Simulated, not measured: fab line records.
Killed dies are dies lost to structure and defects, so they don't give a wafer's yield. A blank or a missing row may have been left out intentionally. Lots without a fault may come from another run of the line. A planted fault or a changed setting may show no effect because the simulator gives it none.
Chamber matching :: flow n5 finfet :: pecvd-04 running N5_BEOL_M7_ILD_DEP_00: 3 sister chambers
The step deposits SiCOH lowk from DEMS/porogen, target thk 179.75 nm, time 33.4 s. 14 wafers are shown with their chamber, then 7 later ones without.

== EACH WAFER AND ITS CHAMBER ==
wafer: L076.1
chamber: 1
throttle valve pct (%): 13.5
heater power w (W): 323
showerhead vpp V (V): 1358

wafer: L076.3
chamber: 2
throttle valve pct (%): 12.9
heater power w (W): 263
showerhead vpp V (V): 1354

wafer: L076.6
chamber: 2
throttle valve pct (%): 12.8
heater power w (W): 263
showerhead vpp V (V): 1403

wafer: L079.1
chamber: 1
throttle valve pct (%): 13.4
heater power w (W): 347
showerhead vpp V (V): 1346

wafer: L079.3
chamber: 1
throttle valve pct (%): 13.6
heater power w (W): 344
showerhead vpp V (V): 1330

wafer: L079.4
chamber: 2
throttle valve pct (%): 12.7
heater power w (W): 250
showerhead vpp V (V): 1384

wafer: L086.1
chamber: 1
throttle valve pct (%): 13.5
heater power w (W): 339
showerhead vpp V (V): 1343

wafer: L086.3
chamber: 2
throttle valve pct (%): 12.8
heater power w (W): 288
showerhead vpp V (V): 1369

wafer: L086.4
chamber: 1
throttle valve pct (%): 13.6
heater power w (W): 350
showerhead vpp V (V): 1358

wafer: L091.3
chamber: 0
throttle valve pct (%): 14.6
heater power w (W): 332
showerhead vpp V (V): 1391

wafer: L091.4
chamber: 1
throttle valve pct (%): 13.9
heater power w (W): 357
showerhead vpp V (V): 1363

wafer: L091.6
chamber: 0
throttle valve pct (%): 14.2
heater power w (W): 323
showerhead vpp V (V): 1394

wafer: L093.3
chamber: 2
throttle valve pct (%): 12.9
heater power w (W): 300
showerhead vpp V (V): 1367

wafer: L093.4
chamber: 1
throttle valve pct (%): 13.5
heater power w (W): 363
showerhead vpp V (V): 1345

SIGNATURES (means of the wafers above)
reading: throttle valve pct
chamber 0: 14.400
chamber 1: 13.571
chamber 2: 12.820
scatter within a chamber: 0.154

reading: heater power w
chamber 0: 327.50
chamber 1: 346.14
chamber 2: 272.80
scatter within a chamber: 15.8

reading: showerhead vpp V
chamber 0: 1392.50
chamber 1: 1349.00
chamber 2: 1375.40
scatter within a chamber: 14.1
Rule: a wafer's distance from a chamber is the root of the sum, over the readings, of the square of ((its reading less the chamber's mean) divided by the reading's scatter). If the next closest chamber is less than 2 further off than the closest, the wafer can't be placed; otherwise it belongs to the closest. How the scatter is found: for the shown wafers, subtract from each reading the mean of its chamber, square and add these, divide the total by (wafers less chambers), then take the root.

== WAFERS WHOSE CHAMBER IS MISSING ==
wafer: L093.6
throttle valve pct (%): 14.6
heater power w (W): 370
showerhead vpp V (V): 1393

wafer: L092.3
throttle valve pct (%): 14.6
heater power w (W): 372
showerhead vpp V (V): 1375

wafer: L092.4
throttle valve pct (%): 13.7
heater power w (W): 311
showerhead vpp V (V): 1354

wafer: L092.6
throttle valve pct (%): 13.0
heater power w (W): 290
showerhead vpp V (V): 1375

wafer: L097.1
throttle valve pct (%): 13.5
heater power w (W): 324
showerhead vpp V (V): 1356

wafer: L097.2
throttle valve pct (%): 13.0
heater power w (W): 287
showerhead vpp V (V): 1389

wafer: L097.3
throttle valve pct (%): 12.9
heater power w (W): 285
showerhead vpp V (V): 1356

== EACH ONE'S CHAMBER ==
wafer: L093.6
from the rows above: 0
in truth: 0

wafer: L092.3
from the rows above: 0
in truth: 0

wafer: L092.4
from the rows above: 1
in truth: 1

wafer: L092.6
from the rows above: 2
in truth: 2

wafer: L097.1
from the rows above: 1
in truth: 1

wafer: L097.2
from the rows above: 2
in truth: 2

wafer: L097.3
from the rows above: 2
in truth: 2
Correctly placed: 7 of 7. Left unplaced by these rows: 0. Wrongly placed: 0.
